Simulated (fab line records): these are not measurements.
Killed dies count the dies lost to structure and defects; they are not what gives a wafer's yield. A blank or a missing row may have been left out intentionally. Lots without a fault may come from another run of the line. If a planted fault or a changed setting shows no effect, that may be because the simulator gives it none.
One fault seen from 2 desks ; flow nand-harc ; every desk sees just its own numbers, and what lay behind them comes last

## TOOL OWNER'S DESK, rie-diel-03
The tool's own readings at NHARC_P_M0_ETCH_34 (etches the open film in N2/H2, target depth 40 nm, overetch 12 nm, time 43.94 s): means of the sampled wafers that have a number, for each lot that ran on this tool. If a lot's mean is further than 4 standard deviations from the usual mean, the lot is out of limits and carries the mark OUT (the distance appears in the brackets).
Columns: A = drypump-motor-current-A at NHARC_P_M0_ETCH_34, usual 5.6 A; B = h2-flow-sccm at NHARC_P_M0_ETCH_34, usual 150.0 sccm; C = oes-product-au at NHARC_P_M0_ETCH_34, usual 1.002 a.u.; D = rf-vpp-V at NHARC_P_M0_ETCH_34, usual 430.5 V; E = run-length-s at NHARC_P_M0_ETCH_34, usual 65.3 s; F = showerhead-plenum-p-Torr at NHARC_P_M0_ETCH_34, usual 2.04 Torr; G = throttle-valve-pct at NHARC_P_M0_ETCH_34, usual 14.171 %
lot;first seen here;A;B;C;D;E;F;G
L824;day 6 16:45;5.8;149.8;1.007;432.4;65.3;2.11;14.170
L825;day 6 17:23;5.6;150.2;0.986;431.8;65.8;2.10;14.171
L828;day 6 23:18;5.6;150.3;1.000;432.0;65.6;2.10;14.174
L832;day 8 04:45;5.6;150.3;1.001;432.1;65.6;2.06;14.172
L834;day 8 09:33;5.8;149.7;1.002;431.6;61.7 (-9.2) OUT;2.08;14.166
L836;day 9 03:05;5.8;150.1;0.999;432.9;61.6 (-9.4) OUT;2.11;14.162
This desk's verdict: out of limits on L834, L836, starting with L834 at day 8 09:33 (run-length-s at NHARC_P_M0_ETCH_34). L824, L825, L828, L832: within limits.

## AT THE METROLOGY DESK
Lot by lot, what the gauges showed, no matter which tool ran the lot: averages of those sampled wafers that carry a number. If a lot's mean is further than 4 standard deviations from the usual mean, the lot is out of limits and carries the mark OUT (the distance appears in the brackets).
Columns: A = cd-nm at NHARC_P_M1_CD_MEAS_09, usual 130.4 nm
lot;first seen here;A
L824;day 6 20:34;130.6
L825;day 6 21:30;130.5
L828;day 7 03:15;130.6
L832;day 8 08:33;130.0
L834;day 8 13:39;129.9
L836;day 9 06:53;129.6
L837;day 9 19:43;131.0
L841;day 10 12:56;130.2
L843;day 10 20:43;130.3
L844;day 10 21:13;130.6
L845;day 11 15:04;129.5
This desk's finding: nothing out of limits on any of the 11 lots.

## BROUGHT TOGETHER
On L834, L836, at day 8 09:33, an alarm was possible from the tool owner's desk.
From the metrology desk's view, nothing was out of limits.
The metrology desk holds a record of L834, L836, inside its limits.
NHARC_P_M0_ETCH_34 was run on rie-diel-03 by each of the lots named.

## WHAT THE SIMULATOR HAD PUT IN
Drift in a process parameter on rie-diel-03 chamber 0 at NHARC_P_M0_ETCH_34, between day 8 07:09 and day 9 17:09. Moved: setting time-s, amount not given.
Struck lots among those shown: L834, L836.
Hours from the fault's start to each desk's first reading out of limits: the tool owner's desk, 2.
